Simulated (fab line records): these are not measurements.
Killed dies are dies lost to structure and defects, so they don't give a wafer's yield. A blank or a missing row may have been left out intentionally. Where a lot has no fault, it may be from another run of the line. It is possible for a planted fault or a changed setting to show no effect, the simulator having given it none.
fab line records	flow n5_finfet
record lots=12	wafers=34	last_day=17
route steps=1938 shown BEOL_M9@1459 BEOL_M10@1480 PASSIVATION@1936
lots untouched by any fault: they come from a run of this same line in which no faults occurred
start_h: hours from the record's opening day to when the first of the lot's shown wafers began	wait_h: hours since the lot's step before	" the same as in the row above	L1.1+2: a single row standing in for several wafers	- value missing, or start not given	* or withheld: withheld	< > ~ a bound
route shown NAME@n: a module of which the file shows steps, and the number in the route of the first	usual: mean/standard deviation taken from wafers without a fault	same: alike in all rows	chamber/n: place in a boat	sites: each site's reading	_std_site: standard deviation of those values	_edge_site: mean of outer sites minus mean of inner sites	radius_mm: how far each site lies from the wafer's centre	mask NAME#n: copy n	behind: the last tool/chamber to shape the wafer	hold: why the lot was held/for how many hours/how that ended	device: names the non-switching transistor (n, p or np)	end of line: at the end of the route, the tests of the same wafers	for a step that has no rows: nothing shown but its recipe	killed: dies lost to structure and defects at the first sort, not the wafer's yield	map: dies across one wafer; x = killed, . = not, _ = none there
set.NAME: the run value of the setting; set.NAME@STEP: its run value at that earlier step	model.NAME: the simulator's own value behind a step, which no gauge read
one table for each step of the route and one row for each wafer, over a sample of lots
services: the hour from which a tool's chamber was out of use, counted from the record's first day as start_h (under 0 if before that day), plus the number of hours and why
## steps
# step N5_BEOL_M9_SURFACE_TREAT_79
# recipe gas=Ar	time_s=*	ion_energy_ev=*	ion_current_ma_cm2=0.5	pressure_mtorr=*	ar_flow_sccm=30
# usual ar_flow_sccm=30.00/0.098	pressure_mtorr=*	throttle_valve_pct=*
lot.wafer	tool	chamber	start_h	wait_h	ar_flow_sccm	pressure_mtorr	throttle_valve_pct
L812.2	pvd_sputter-01	-	215.81	0.6	29.82	*	*
L812.3	"	-	"	"	30.15	*	*
L812.4	"	-	"	"	30.08	*	*
L813.1	pvd_sputter-02	-	221.47	0.5	29.88	*	*
L813.3	"	-	"	"	29.99	*	*
L813.4	"	-	"	"	30.01	*	*
L815.1	pvd_sputter-01	-	231.86	0.2	30.14	*	*
L815.2	"	-	"	"	30.09	*	*
L815.4	"	-	"	"	30.13	*	*
L818.2	pvd_sputter-02	-	245.27	0.2	30.04	*	*
L818.3	"	-	"	"	29.91	*	*
L818.5	"	-	"	"	29.98	*	*
L819.1	pvd_sputter-03	-	259.66	0.2	30.12	*	*
L819.4	"	-	"	"	30.15	*	*
L819.6	"	-	"	"	29.94	*	*
L826.4	pvd_sputter-01	-	301.45	0.2	29.96	*	*
L826.5	"	-	"	"	29.91	*	*
L826.6	"	-	"	"	29.96	*	*
L827.3	pvd_sputter-02	-	308.51	0.2	30.09	*	*
L827.6	"	-	"	"	30.06	*	*
L831.1	pvd_sputter-01	-	317.57	0.2	29.93	*	*
L831.2	"	-	"	"	29.93	*	*
L831.6	"	-	"	"	29.93	*	*
L829.1	pvd_sputter-03	-	317.86	0.2	29.89	*	*
L829.6	"	-	"	"	29.96	*	*
L830.2	pvd_sputter-02	-	325.40	0.9	30.09	*	*
L830.4	"	-	"	"	30.04	*	*
L830.6	"	-	"	"	30.02	*	*
L828.1	pvd_sputter-03	-	327.49	0.2	30.06	*	*
L828.4	"	-	"	"	30.00	*	*
L828.5	"	-	"	"	30.17	*	*
L834.1	pvd_sputter-01	-	361.26	0.2	30.14	*	*
L834.3	"	-	"	"	29.97	*	*
L834.5	"	-	"	"	29.90	*	*
# step N5_BEOL_M9_DEP_56
# recipe material=SiCN	target_thk_a=150	temp_c=withheld	precursor=3MS/NH3	pressure_torr=3	rf_w=202	time_s=26.5
# usual showerhead_plenum_p_Torr=3.665/0.015	throttle_valve_pct=9.3/0.6
lot.wafer	tool	chamber	start_h	wait_h	showerhead_plenum_p_Torr	throttle_valve_pct
L812.2	pecvd-03	2	217.02	0.0	3.665	8.6
L812.3	"	0	"	"	3.656	10.2
L812.4	"	2	"	"	3.665	8.9
L813.1	pecvd-02	2	222.91	0.0	3.644	9.1
L813.3	"	1	"	"	3.676	9.4
L813.4	"	2	"	"	3.640	8.9
L815.1	pecvd-02	1	232.92	0.0	3.672	9.1
L815.2	"	0	"	"	3.661	8.8
L815.4	"	1	"	"	3.650	9.1
L818.2	pecvd-03	0	247.04	0.0	3.654	10.5
L818.3	"	1	"	"	3.668	8.0
L818.5	"	2	"	"	3.662	9.1
L819.1	pecvd-01	1	260.99	0.0	3.676	9.6
L819.4	"	1	"	"	3.663	9.2
L819.6	"	2	"	"	3.666	9.6
L826.4	pecvd-03	1	302.91	0.0	3.677	8.5
L826.5	"	0	"	"	3.674	10.2
L826.6	"	2	"	"	3.662	9.0
L827.3	pecvd-02	2	310.01	0.0	3.647	8.9
L827.6	"	0	"	"	3.662	9.1
L831.1	pecvd-02	1	318.67	0.0	3.667	9.4
L831.2	"	2	"	"	3.639	8.8
L831.6	"	0	"	"	3.650	9.0
L829.1	pecvd-03	0	319.21	0.0	3.656	10.3
L829.6	"	2	"	"	3.657	8.7
L830.2	pecvd-03	2	326.52	0.0	3.653	8.9
L830.4	"	2	"	"	3.658	9.1
L830.6	"	1	"	"	3.679	8.3
L828.1	pecvd-02	1	332.95	0.0	3.674	9.1
L828.4	"	1	"	"	3.656	9.2
L828.5	"	0	"	"	3.655	9.0
L834.1	pecvd-03	2	362.32	0.0	3.659	9.0
L834.3	"	0	"	"	3.664	10.3
L834.5	"	1	"	"	3.670	8.3
# step N5_BEOL_M10_EXPOSE_08
# recipe mask_id=M10	na=1.35	source_shape=dipole	sigma_inner=0.411	sigma_outer=0.611	polarization=te	dose_mj=53.75
# usual exposure_dose_mJ_cm2=53.71/0.052
# same dipole_opening_deg=40	sigma_inner=0.411	sigma_outer=0.611
lot.wafer	tool	chamber	start_h	wait_h	mask	exposure_dose_mJ_cm2
L812.2	arfi_scanner-02	0	219.27	-	M10#0	53.81
L812.3	"	0	"	"	M10#0	53.70
L812.4	"	0	"	"	M10#0	53.77
L813.1	arfi_scanner-02	0	225.84	-	M10#0	53.70
L813.3	"	0	"	"	M10#0	53.71
L813.4	"	0	"	"	M10#0	53.67
L815.1	arfi_scanner-02	0	236.44	-	M10#0	53.66
L815.2	"	0	"	"	M10#0	53.67
L815.4	"	0	"	"	M10#0	53.76
L818.2	arfi_scanner-01	0	248.59	-	M10#0	52.42
L818.3	"	0	"	"	M10#0	52.32
L818.5	"	0	"	"	M10#0	52.36
L819.1	arfi_scanner-01	0	264.14	-	M10#0	52.62
L819.4	"	0	"	"	M10#0	52.64
L819.6	"	0	"	"	M10#0	52.62
L826.4	arfi_scanner-02	0	305.28	-	M10#0	53.74
L826.5	"	0	"	"	M10#0	53.78
L826.6	"	0	"	"	M10#0	53.77
L827.3	arfi_scanner-03	0	311.52	-	M10#0	53.70
L827.6	"	0	"	"	M10#0	53.73
L831.1	arfi_scanner-03	0	320.70	-	M10#0	53.68
L831.2	"	0	"	"	M10#0	53.67
L831.6	"	0	"	"	M10#0	53.69
L829.1	arfi_scanner-03	0	320.96	-	M10#0	53.65
L829.6	"	0	"	"	M10#0	53.72
L830.2	arfi_scanner-03	0	327.86	-	M10#0	53.71
L830.4	"	0	"	"	M10#0	53.70
L830.6	"	0	"	"	M10#0	53.70
L828.1	arfi_scanner-03	0	336.29	-	M10#0	53.68
L828.4	"	0	"	"	M10#0	53.68
L828.5	"	0	"	"	M10#0	53.67
L834.1	arfi_scanner-02	0	364.75	-	M10#0	53.71
L834.3	"	0	"	"	M10#0	53.67
L834.5	"	0	"	"	M10#0	53.74
# step N5_BEOL_M10_OVL_MEAS_12
# recipe points_per_wafer=44
# usual M10_OVL=-0.3/0.69
lot.wafer	tool	chamber	start_h	wait_h	M10_OVL[nm]
L812.2	overlay-01	0	219.42	0.0	-0.3
L812.3	"	0	"	"	-2.1
L812.4	"	0	"	"	1.2
L813.1	overlay-01	0	225.99	0.0	0.3
L813.3	"	0	"	"	-0.8
L813.4	"	0	"	"	-0.3
L815.1	overlay-02	0	236.60	0.0	-1.3
L815.2	"	0	"	"	0.4
L815.4	"	0	"	"	0.6
L818.2	overlay-02	0	248.74	0.0	0.0
L818.3	"	0	"	"	-1.0
L818.5	"	0	"	"	-0.9
L819.1	overlay-01	0	264.29	0.0	0.3
L819.4	"	0	"	"	0.0
L819.6	"	0	"	"	-1.2
L826.4	overlay-02	0	305.42	0.0	0.9
L826.5	"	0	"	"	0.1
L826.6	"	0	"	"	0.6
L827.3	overlay-01	0	311.66	0.0	-1.9
L827.6	"	0	"	"	-0.8
L831.1	overlay-01	0	320.86	0.0	-0.6
L831.2	"	0	"	"	-0.5
L831.6	"	0	"	"	-1.2
L829.1	overlay-02	0	321.12	0.0	0.0
L829.6	"	0	"	"	-1.0
L830.2	overlay-02	0	328.01	0.0	-1.5
L830.4	"	0	"	"	-0.9
L830.6	"	0	"	"	-1.0
L828.1	overlay-02	0	336.45	0.0	0.3
L828.4	"	0	"	"	-0.3
L828.5	"	0	"	"	0.2
L834.1	overlay-02	0	364.91	0.0	-1.7
L834.3	"	0	"	"	-0.2
L834.5	"	0	"	"	0.4
# step N5_PASSIVATION_PROBE_49
# usual defect_limited_yield=91.5/1.6	killed_at_M0_to_M3=33/10	killed_at_M4_up=13/5.6	killed_at_contacts=13/6	killed_at_front_end=39/12	killed_at_other=3.0/2.8	killed_dies=101/19	killed_open=65/13	killed_short=32/8.3	sort_bin_4_leakage=0.00/0.0072	sort_bin_5_function=5.0/1	sort_bin_6_memory=3.1/0.69	sort_n_pass=1079/19	sort_yield_pct=91.5/1.6
# same gross_dies=1180	killed_at_back_side=0	sort_bin_8_speed[%]=0
lot.wafer	tool	chamber	start_h	wait_h	defect_limited_yield[%]	killed_at_M0_to_M3	killed_at_M4_up	killed_at_contacts	killed_at_front_end	killed_at_other	killed_dies	killed_open	killed_short	sort_bin_4_leakage[%]	sort_bin_5_function[%]	sort_bin_6_memory[%]	sort_n_pass	sort_yield_pct[%]
L812.2	prober-01	-	273.74	0.4	91.6	40	8	9	41	1	99	63	34	0	4.9	3.1	1081	91.6
L812.3	prober-01	-	273.79	0.5	90.2	43	7	7	58	1	116	71	40	0	5.0	4.2	1064	90.2
L812.4	prober-01	-	273.84	0.5	89.7	42	24	8	45	3	122	77	42	0	6.2	3.6	1058	89.7
L813.1	prober-02	-	278.39	0.0	93.2	29	11	6	33	1	80	43	30	0	4.0	2.0	1100	93.2
L813.3	prober-02	-	278.49	0.1	91.7	36	16	8	38	0	98	72	25	0	5.0	3.1	1082	91.7
L813.4	prober-02	-	278.54	0.2	91.8	36	16	6	38	1	97	68	28	0	4.9	3.1	1083	91.8
L815.1	prober-02	-	286.85	0.0	90.8	54	8	7	36	3	108	62	43	0	4.6	4.3	1072	90.8
L815.2	prober-02	-	286.90	0.1	87.6	60	18	13	47	8	146	81	60	0	6.9	4.4	1034	87.6
L815.4	prober-02	-	287.00	0.2	88.9	40	32	14	40	5	131	81	46	0	6.2	4.1	1049	88.9
L818.2	prober-02	-	311.99	0.1	90.9	22	12	13	58	2	107	68	37	0.08	5.4	2.9	1072	90.8
L818.3	prober-02	-	312.04	0.1	88.9	53	23	15	34	6	131	84	38	0	6.2	4.0	1049	88.9
L818.5	prober-02	-	312.14	0.2	90.3	33	25	10	34	12	114	67	36	0	4.7	3.9	1066	90.3
L819.1	prober-02	-	315.71	0.0	91.9	25	10	21	39	0	95	68	22	0	4.8	2.7	1085	91.9
L819.4	prober-02	-	315.86	0.2	91.7	32	14	16	36	0	98	68	26	0	5.1	3.1	1082	91.7
L819.6	prober-02	-	315.96	0.3	89.7	40	17	14	47	4	122	89	31	0	6.6	3.6	1058	89.7
L826.4	prober-02	-	360.16	0.2	92.7	26	12	16	25	7	86	56	29	0	3.9	3.1	1094	92.7
L826.5	prober-02	-	360.21	0.2	91.1	35	7	10	49	4	105	61	43	0	4.7	3.8	1075	91.1
L826.6	prober-02	-	360.26	0.3	91.2	43	9	9	37	6	104	71	32	0	5.3	3.1	1076	91.2
L827.3	prober-02	-	363.93	0.1	92.4	30	10	6	42	2	90	67	23	0	4.1	3.2	1090	92.4
L827.6	prober-02	-	364.08	0.3	89.2	37	10	17	61	3	128	79	47	0	7.0	3.6	1052	89.2
L829.1	prober-01	-	376.89	0.0	94.5	35	5	2	23	0	65	50	14	0	3.1	2.3	1115	94.5
L829.6	prober-01	-	377.14	0.3	94.8	26	8	2	22	3	61	38	23	0	3.1	1.9	1119	94.8
L831.1	prober-02	-	380.59	0.0	90.3	45	15	14	36	5	115	77	29	0	5.9	3.2	1065	90.3
L831.2	prober-02	-	380.64	0.1	90.8	27	15	24	33	10	109	76	31	0	6.4	2.7	1071	90.8
L831.6	prober-02	-	380.84	0.3	88.7	62	8	25	32	6	133	94	39	0	6.3	4.4	1047	88.7
L830.2	prober-01	-	381.31	0.1	91.1	32	10	11	50	2	105	54	41	0	5.0	3.0	1075	91.1
L830.4	prober-01	-	381.41	0.2	92.8	34	12	11	25	3	85	49	32	0	3.3	3.5	1095	92.8
L830.6	prober-01	-	381.51	0.3	91.6	40	8	13	35	3	99	66	28	0	5.3	2.8	1081	91.6
L828.1	prober-02	-	389.49	0.0	94.8	15	10	14	22	0	61	42	15	0	3.4	1.7	1119	94.8
L828.4	prober-02	-	389.64	0.2	92.9	28	13	8	34	1	84	53	24	0	3.4	3.0	1096	92.9
L828.5	prober-02	-	389.69	0.2	94.1	15	5	19	29	2	70	47	21	0	3.0	2.9	1110	94.1
L834.1	prober-01	-	416.21	0.0	90.9	11	14	22	59	1	107	73	31	0	5.3	3.5	1073	90.9
L834.3	prober-01	-	416.31	0.1	93.4	26	15	7	27	3	78	57	14	0	4.2	2.3	1102	93.4
L834.5	prober-01	-	416.41	0.2	90.1	25	14	18	59	1	117	75	40	0	6.3	3.5	1063	90.1
# killed by level:class
L812.2 STI_FIN_REVEAL:geometric_particle:open=15 BEOL_M2:geometric_particle:open=9 MOL_CONTACT_COAG:geometric_particle:open=7 BEOL_M1:geometric_particle:open=6 BEOL_M3:geometric_particle:open=6 BEOL_M0_SAQP:geometric_particle:short=5 BEOL_M4:geometric_particle:short=5 FIN_SAQP:geometric_particle:short=4
L812.3 STI_FIN_REVEAL:geometric_particle:open=17 FIN_SAQP:geometric_particle:open=12 BEOL_M0_SAQP:geometric_particle:short=9 FIN_SAQP:geometric_particle:short=7 MOL_CONTACT_COAG:geometric_particle:open=6 BEOL_M0_SAQP:geometric_particle:open=6 BEOL_M2:geometric_particle:open=6 STI_FIN_REVEAL:geometric_particle:short=5
L812.4 BEOL_M0_SAQP:geometric_particle:short=14 STI_FIN_REVEAL:geometric_particle:open=12 BEOL_M0_SAQP:geometric_particle:open=11 BEOL_M4:geometric_particle:open=10 DUMMY_GATE:geometric_particle:open=8 FIN_SAQP:geometric_particle:open=6 MOL_CONTACT_COAG:geometric_particle:open=6 BEOL_M3:geometric_particle:open=5
L813.1 BEOL_M0_SAQP:geometric_particle:short=9 BEOL_M1:geometric_particle:open=6 HKMG_FIN:area_etch=6 BEOL_M4:geometric_particle:short=5 DUMMY_GATE:geometric_particle:open=4 ILD0:geometric_particle:short=4 MOL_CONTACT_COAG:geometric_particle:open=4 BEOL_M0_SAQP:geometric_particle:open=4
L813.3 BEOL_M0_SAQP:geometric_particle:open=10 STI_FIN_REVEAL:geometric_particle:open=9 MOL_CONTACT_COAG:geometric_particle:open=7 BEOL_M0_SAQP:geometric_particle:short=7 DUMMY_GATE:geometric_particle:open=6 BEOL_M1:geometric_particle:open=6 BEOL_M3:geometric_particle:open=6 GATE_CUT:geometric_particle:short=5
L813.4 STI_FIN_REVEAL:geometric_particle:open=11 BEOL_M2:geometric_particle:open=9 BEOL_M0_SAQP:geometric_particle:open=7 FIN_SAQP:geometric_particle:open=6 BEOL_M4:geometric_particle:open=6 BEOL_M1:geometric_particle:open=5 MOL_CONTACT_COAG:geometric_particle:open=5 BEOL_M2:geometric_particle:short=5
L815.1 BEOL_M0_SAQP:geometric_particle:open=17 BEOL_M0_SAQP:geometric_particle:short=15 BEOL_M1:geometric_particle:open=7 STARTING-WAFER:geometric_particle:open=6 BEOL_M2:geometric_particle:open=6 STI_FIN_REVEAL:geometric_particle:open=4 DUMMY_GATE:geometric_particle:open=4 MOL_CONTACT_COAG:geometric_particle:open=4
L815.2 BEOL_M0_SAQP:geometric_particle:open=20 BEOL_M0_SAQP:geometric_particle:short=17 FIN_SAQP:geometric_particle:short=10 MOL_CONTACT_COAG:geometric_particle:open=9 STI_FIN_REVEAL:geometric_particle:open=8 FIN_SAQP:geometric_particle:open=6 BEOL_M1:geometric_particle:open=6 BEOL_M2:geometric_particle:short=5
L815.4 BEOL_M4:geometric_particle:open=15 BEOL_M2:geometric_particle:open=13 BEOL_M0_SAQP:geometric_particle:short=11 MOL_CONTACT_COAG:geometric_particle:open=9 BEOL_M0_SAQP:geometric_particle:open=7 STI_FIN_REVEAL:geometric_particle:open=6 MOL_CONTACT_COAG:geometric_particle:short=5 BEOL_M4:geometric_particle:short=5
L818.2 STI_FIN_REVEAL:geometric_particle:open=22 FIN_SAQP:geometric_particle:short=12 MOL_CONTACT_COAG:geometric_particle:open=11 BEOL_M0_SAQP:geometric_particle:open=6 FIN_SAQP:geometric_particle:open=5 BEOL_M3:geometric_particle:short=4 BEOL_M3:geometric_particle:open=4 BEOL_M5:geometric_particle:open=4
L818.3 BEOL_M0_SAQP:geometric_particle:open=13 MOL_CONTACT_COAG:geometric_particle:open=11 BEOL_M0_SAQP:geometric_particle:short=9 BEOL_M1:geometric_particle:open=9 BEOL_M2:geometric_particle:open=9 BEOL_M4:geometric_particle:open=9 BEOL_M3:geometric_particle:open=5 FIN_SAQP:geometric_particle:open=4
L818.5 BEOL_M0_SAQP:geometric_particle:open=10 STI_FIN_REVEAL:geometric_particle:open=8 MOL_CONTACT_COAG:geometric_particle:open=6 BEOL_M4:geometric_particle:open=6 HKMG_FIN:area_etch=6 FIN_SAQP:geometric_particle:open=5 BEOL_M1:geometric_particle:open=5 MIM_TOP_ETCH:geometric_particle:open=5
L819.1 MOL_CONTACT_COAG:geometric_particle:open=20 STI_FIN_REVEAL:geometric_particle:open=16 BEOL_M0_SAQP:geometric_particle:open=9 BEOL_M0_SAQP:geometric_particle:short=7 FIN_SAQP:geometric_particle:short=5 FIN_SAQP:geometric_particle:open=4 DUMMY_GATE:geometric_particle:open=3 ILD0:geometric_particle:open=3
L819.4 MOL_CONTACT_COAG:geometric_particle:open=10 STI_FIN_REVEAL:geometric_particle:open=9 DUMMY_GATE:geometric_particle:open=8 BEOL_M1:geometric_particle:open=8 BEOL_M3:geometric_particle:open=6 ILD0:geometric_particle:open=5 BEOL_M4:geometric_particle:open=5 STI_FIN_REVEAL:geometric_particle:short=4
L819.6 FIN_SAQP:geometric_particle:open=16 MOL_CONTACT_COAG:geometric_particle:open=13 STI_FIN_REVEAL:geometric_particle:open=9 BEOL_M3:geometric_particle:open=9 BEOL_M0_SAQP:geometric_particle:open=7 BEOL_M0_SAQP:geometric_particle:short=7 BEOL_M0:geometric_particle:open=7 BEOL_M4:geometric_particle:open=5
L826.4 MOL_CONTACT_COAG:geometric_particle:open=14 BEOL_M0_SAQP:geometric_particle:open=7 BEOL_M0_SAQP:geometric_particle:short=6 BEOL_M1:geometric_particle:open=5 DUMMY_GATE:geometric_particle:open=4 BEOL_M3:geometric_particle:open=4 FIN_SAQP:geometric_particle:short=3 GATE_CUT:geometric_particle:short=3
L826.5 DUMMY_GATE:geometric_particle:open=12 BEOL_M0_SAQP:geometric_particle:short=10 BEOL_M2:geometric_particle:open=7 DUMMY_GATE:geometric_particle:short=6 MOL_CONTACT_COAG:geometric_particle:open=6 ILD0:geometric_particle:short=5 BEOL_M0_SAQP:geometric_particle:open=5 BEOL_M3:geometric_particle:open=5
L826.6 BEOL_M0_SAQP:geometric_particle:open=11 BEOL_M3:geometric_particle:open=11 BEOL_M0_SAQP:geometric_particle:short=9 MOL_CONTACT_COAG:geometric_particle:open=7 BEOL_M2:geometric_particle:open=6 STI_FIN_REVEAL:geometric_particle:open=5 DUMMY_GATE:geometric_particle:open=5 GATE_CUT:geometric_particle:short=5
L827.3 DUMMY_GATE:geometric_particle:open=13 FIN_SAQP:geometric_particle:open=8 STI_FIN_REVEAL:geometric_particle:open=7 BEOL_M0_SAQP:geometric_particle:open=7 BEOL_M3:geometric_particle:open=6 BEOL_M2:geometric_particle:open=5 MOL_CONTACT_COAG:geometric_particle:open=5 BEOL_M0_SAQP:geometric_particle:short=5
L827.6 FIN_SAQP:geometric_particle:open=14 MOL_CONTACT_COAG:geometric_particle:open=13 STI_FIN_REVEAL:geometric_particle:open=12 BEOL_M1:geometric_particle:short=9 DUMMY_GATE:geometric_particle:open=7 BEOL_M0_SAQP:geometric_particle:short=7 FIN_SAQP:geometric_particle:short=6 BEOL_M3:geometric_particle:open=6
L829.1 BEOL_M2:geometric_particle:open=12 BEOL_M0_SAQP:geometric_particle:open=9 BEOL_M0_SAQP:geometric_particle:short=5 BEOL_M1:geometric_particle:open=5 STI_FIN_REVEAL:geometric_particle:open=4 DUMMY_GATE:geometric_particle:open=4 GATE_CUT:geometric_particle:short=4 FIN_SAQP:geometric_particle:open=3
L829.6 BEOL_M2:geometric_particle:open=8 BEOL_M3:geometric_particle:open=7 STI_FIN_REVEAL:geometric_particle:open=4 BEOL_M3:geometric_particle:short=4 FIN_SAQP:geometric_particle:short=3 BEOL_M4:geometric_particle:open=3 FIN_SAQP:geometric_particle:open=2 DUMMY_GATE:geometric_particle:short=2
L831.1 MOL_CONTACT_COAG:geometric_particle:open=12 BEOL_M0_SAQP:geometric_particle:open=11 FIN_SAQP:geometric_particle:open=7 STI_FIN_REVEAL:geometric_particle:open=7 BEOL_M1:geometric_particle:open=7 GATE_CUT:geometric_particle:short=6 BEOL_M0_SAQP:geometric_particle:short=6 BEOL_M3:geometric_particle:open=6
L831.2 MOL_CONTACT_COAG:geometric_particle:open=21 STI_FIN_REVEAL:geometric_particle:open=9 BEOL_M4:geometric_particle:open=8 BEOL_M3:geometric_particle:open=7 BEOL_M1:geometric_particle:open=6 BEOL_M3:geometric_particle:short=5 FIN_SAQP:geometric_particle:open=4 FIN_SAQP:geometric_particle:short=3
L831.6 MOL_CONTACT_COAG:geometric_particle:open=21 BEOL_M3:geometric_particle:open=18 BEOL_M1:geometric_particle:open=15 STI_FIN_REVEAL:geometric_particle:open=13 BEOL_M0_SAQP:geometric_particle:short=9 BEOL_M0_SAQP:geometric_particle:open=7 BEOL_M2:geometric_particle:open=7 BEOL_M3:geometric_particle:short=5
L830.2 FIN_SAQP:geometric_particle:short=16 MOL_CONTACT_COAG:geometric_particle:open=10 BEOL_M0_SAQP:geometric_particle:open=7 FIN_SAQP:geometric_particle:open=6 BEOL_M0_SAQP:geometric_particle:short=6 STI_FIN_REVEAL:geometric_particle:open=5 ILD0:geometric_particle:short=5 BEOL_M3:geometric_particle:open=5
L830.4 MOL_CONTACT_COAG:geometric_particle:open=8 BEOL_M3:geometric_particle:open=8 BEOL_M0_SAQP:geometric_particle:short=7 BEOL_M1:geometric_particle:open=7 BEOL_M2:geometric_particle:open=6 STARTING-WAFER:geometric_particle:short=6 BEOL_M0_SAQP:geometric_particle:open=4 FIN_SAQP:geometric_particle:open=3
L830.6 BEOL_M2:geometric_particle:open=13 MOL_CONTACT_COAG:geometric_particle:open=9 BEOL_M0_SAQP:geometric_particle:open=8 FIN_SAQP:geometric_particle:open=6 FIN_SAQP:geometric_particle:short=6 BEOL_M3:geometric_particle:open=6 STI_FIN_REVEAL:geometric_particle:open=5 GATE_CUT:geometric_particle:short=5
L828.1 MOL_CONTACT_COAG:geometric_particle:open=13 STI_FIN_REVEAL:geometric_particle:open=7 BEOL_M3:geometric_particle:open=6 STARTING-WAFER:geometric_particle:open=4 GATE_CUT:geometric_particle:open=3 GATE_CUT:geometric_particle:short=2 BEOL_M0_SAQP:geometric_particle:short=2 BEOL_M2:geometric_particle:open=2
L828.4 STI_FIN_REVEAL:geometric_particle:open=10 BEOL_M3:geometric_particle:open=8 HKMG_FIN:area_etch=7 BEOL_M1:geometric_particle:open=6 MOL_CONTACT_COAG:geometric_particle:open=5 BEOL_M8:geometric_particle:open=4 GATE_CUT:geometric_particle:short=3 MOL_CONTACT_COAG:geometric_particle:short=3
L828.5 MOL_CONTACT_COAG:geometric_particle:open=16 BEOL_M3:geometric_particle:open=8 STARTING-WAFER:geometric_particle:short=6 STI_FIN_REVEAL:geometric_particle:open=5 DUMMY_GATE:geometric_particle:open=3 SPACER0:geometric_particle:short=3 MOL_CONTACT_COAG:geometric_particle:short=3 GATE_CUT:geometric_particle:short=2
L834.1 STI_FIN_REVEAL:geometric_particle:open=19 MOL_CONTACT_COAG:geometric_particle:open=17 FIN_SAQP:geometric_particle:short=10 FIN_SAQP:geometric_particle:open=10 MOL_CONTACT_COAG:geometric_particle:short=5 BEOL_M4:geometric_particle:open=5 STI_FIN_REVEAL:geometric_particle:short=3 ILD0:geometric_particle:short=3
L834.3 STI_FIN_REVEAL:geometric_particle:open=11 BEOL_M0_SAQP:geometric_particle:open=9 BEOL_M3:geometric_particle:open=9 MOL_CONTACT_COAG:geometric_particle:open=6 FIN_SAQP:geometric_particle:open=4 FIN_SAQP:geometric_particle:short=4 BEOL_M4:geometric_particle:open=4 BEOL_M5:geometric_particle:open=3
L834.5 STI_FIN_REVEAL:geometric_particle:open=17 MOL_CONTACT_COAG:geometric_particle:open=17 STARTING-WAFER:geometric_particle:short=8 FIN_SAQP:geometric_particle:short=7 GATE_CUT:geometric_particle:short=7 BEOL_M4:geometric_particle:open=7 BEOL_M0_SAQP:geometric_particle:open=7 STI_FIN_REVEAL:geometric_particle:short=6
## services
tool	chamber	start_h	hours	kind
pecvd-01	2	217.11	6.5	repair
pecvd-03	0	218.77	14.6	repair
arfi_scanner-03	-	231.78	4.9	pm
pecvd-03	-	232.87	3.7	repair
pecvd-01	-	252.22	2.3	repair
arfi_scanner-02	-	252.64	3.1	pm
arfi_scanner-03	-	255.11	1.0	pm
arfi_scanner-03	-	258.22	1.3	pm
arfi_scanner-01	-	261.26	1.0	pm
arfi_scanner-03	-	263.59	1.0	pm
arfi_scanner-02	-	263.71	1.3	pm
pecvd-02	-	278.99	1.1	repair
arfi_scanner-01	-	282.17	1.3	pm
arfi_scanner-01	-	288.98	0.8	pm
arfi_scanner-02	-	309.20	1.0	pm
arfi_scanner-02	-	310.75	0.4	repair
arfi_scanner-03	-	317.33	0.2	repair
arfi_scanner-02	-	318.54	0.7	repair
arfi_scanner-01	-	319.56	3.1	pm
pvd_sputter-03	-	328.74	2.3	repair
arfi_scanner-03	-	334.24	0.8	pm
pecvd-03	2	346.52	7.2	repair
arfi_scanner-03	-	349.07	2.5	repair
pvd_sputter-01	-	359.72	0.6	repair
## key
first_sign step=N5_BEOL_M10_EXPOSE_08	reading=exposure_dose_mJ_cm2	direction=down	sigmas=24	usual=53.71	struck=52.50
effect none on later readings
met_at N5_BEOL_M10_EXPOSE_08
struck_lots L818,L819
loop_trim step=N5_BEOL_M10_EXPOSE_08	setting=dose	lots=L819
not_acting_at N5_BEOL_M9_SURFACE_TREAT_79,N5_BEOL_M9_DEP_56,N5_BEOL_M10_OVL_MEAS_12
fault kind=process_parameter_drift	tool=arfi_scanner-01	chamber=-	onset_h=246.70	steps=N5_BEOL_M10_EXPOSE_08	channel=dose_mj	offset=-1.3375	shape=step	acts_in=these_recipes_only	stated=53.75
# loop_trim: a control loop set the setting to another value than it would have without faults
